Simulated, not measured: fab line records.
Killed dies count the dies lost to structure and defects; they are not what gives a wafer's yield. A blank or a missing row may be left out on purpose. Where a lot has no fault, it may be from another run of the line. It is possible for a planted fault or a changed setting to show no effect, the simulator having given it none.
Split-lot study | flow n5 finfet | on a route of 1938 steps: 7 lots, 21 wafers read

THE SPLIT ITSELF
At N5_BEOL_M14_PEB_26 (peb time 90 s), the setting peb temp c was moved away from the recipe's 130 C on 7 of the 21 wafers read, by -1.9% to +1.2%. This setting was run at the recipe's value on the other wafers.

FROM THE SPLIT TO THE READING: what the file shows between them, 2 steps
- N5_BEOL_M14_DEVELOP_27: develop time 45 s
- N5_BEOL_M14_HARDBAKE_32: time 120 s

THE READING
cd nm (nm) at N5_BEOL_M14_CD_MEAS_28, where the cd target is 284.4 nm. A value of 284.5 nm with a standard deviation of 1.3 nm is what fault-free wafers of this fab line usually give.

wafer  | tool, chamber at the split | peb temp c as run, C | against the recipe | cd nm, nm | against lot-mates on the recipe
L074.4 | litho track-04, 0          | 127.5                | -1.9%              | 270.7     | -14.4
L074.5 | litho track-04, 0          | 130                  | recipe             | 285.6     | -
L074.6 | litho track-04, 0          | 130                  | recipe             | 284.6     | -
L076.2 | litho track-02, 0          | 128.7                | -1.0%              | 277.0     | -6.9
L076.3 | litho track-02, 0          | 130                  | recipe             | 283.9     | -
L076.6 | litho track-02, 0          | 128.7                | -1.0%              | 277.8     | -6.1
L080.3 | litho track-04, 0          | 130                  | recipe             | 286.7     | -
L080.4 | litho track-04, 0          | 130                  | recipe             | 284.5     | -
L080.6 | litho track-04, 0          | 130                  | recipe             | 284.0     | -
L086.1 | litho track-04, 0          | 130                  | recipe             | 285.5     | -
L086.3 | litho track-04, 0          | 128.9                | -0.8%              | 279.2     | -6.3
L086.6 | litho track-04, 0          | 128.9                | -0.8%              | 278.0     | -7.5
L087.2 | litho track-05, 0          | 127.8                | -1.7%              | 275.0     | -11.2
L087.5 | litho track-05, 0          | 130                  | recipe             | 287.5     | -
L087.6 | litho track-05, 0          | 130                  | recipe             | 284.9     | -
L089.4 | litho track-05, 0          | 130                  | recipe             | 285.4     | -
L089.5 | litho track-05, 0          | 130                  | recipe             | 286.7     | -
L089.6 | litho track-05, 0          | 130                  | recipe             | 284.2     | -
L096.1 | litho track-02, 0          | 130                  | recipe             | 284.3     | -
L096.2 | litho track-02, 0          | 130                  | recipe             | 284.1     | -
L096.5 | litho track-02, 0          | 131.6                | +1.2%              | 290.4     | +6.2

FIT RESULTS
A straight line over all 21 wafers: cd nm changes by +6.57 nm for each +1% of peb temp c; r = +0.96; the points scatter about the line by 1.3 nm.
The same after taking each lot's own level away (the mean of its wafers on the recipe; 21 wafers): +6.73 nm for each +1%; r = +0.98; scatter 1 nm.
That fit puts the effect of the largest move of peb temp c on the reading at 13 nm.
Measured against the standard deviation above, the lots' own levels, which go from 283.90 to 286.20 nm, span 1.8 times it.
So the lot-to-lot level changes the slope little: the two slopes agree.
Check: -12.6 nm against its lot-mates is what the line predicts for one of the wafers moved furthest among these (-1.9%) when that wafer is left out of the fit. Against them it came out at -14.4 nm.

FURTHER SPLITS ON THESE WAFERS
Before the reading, these wafers also passed through other splits. Each is held against what the fit with the lots' levels taken away leaves over:
other split on the same wafers | wafers away from the commonest value | r with cd nm (lot level and that fit taken away)
N5_BEOL_M14_DESCUM_15 time s   | 3                                    | -0.04

THE WHOLE CHAIN: every reading that the file lists as answering this split, in the file's order
step                       | what it does                                                    | reading                                                         | change (the file's fit)              | r (the file's)
N5_BEOL_M14_CD_MEAS_28     | target cd 284.4 nm                                              | cd nm                                                           | +6.81 nm for each +1% of the setting | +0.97
N5_BEOL_M14_DESCUM_33      | chemistry O2, time 7.9 s                                        | BEOL_M14.cd nm (the simulator's own value, which no gauge read) | +6.7 nm for each +1% of the setting  | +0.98
N5_BEOL_M14_ETCH_68        | etches SOC in N2/H2, time 450 s                                 | BEOL_M14.cd nm (the simulator's own value, which no gauge read) | +6.44 nm for each +1% of the setting | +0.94
N5_BEOL_M14_TRENCH_ETCH_34 | etches SiO2 in C4F8/O2/Ar, target depth 556.65 nm, time 126.9 s | BEOL_M14.cd nm (the simulator's own value, which no gauge read) | +6.34 nm for each +1% of the setting | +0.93

FILE'S OWN FIT
cd nm changes by +6.81 nm for each +1% of peb temp c, r = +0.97.
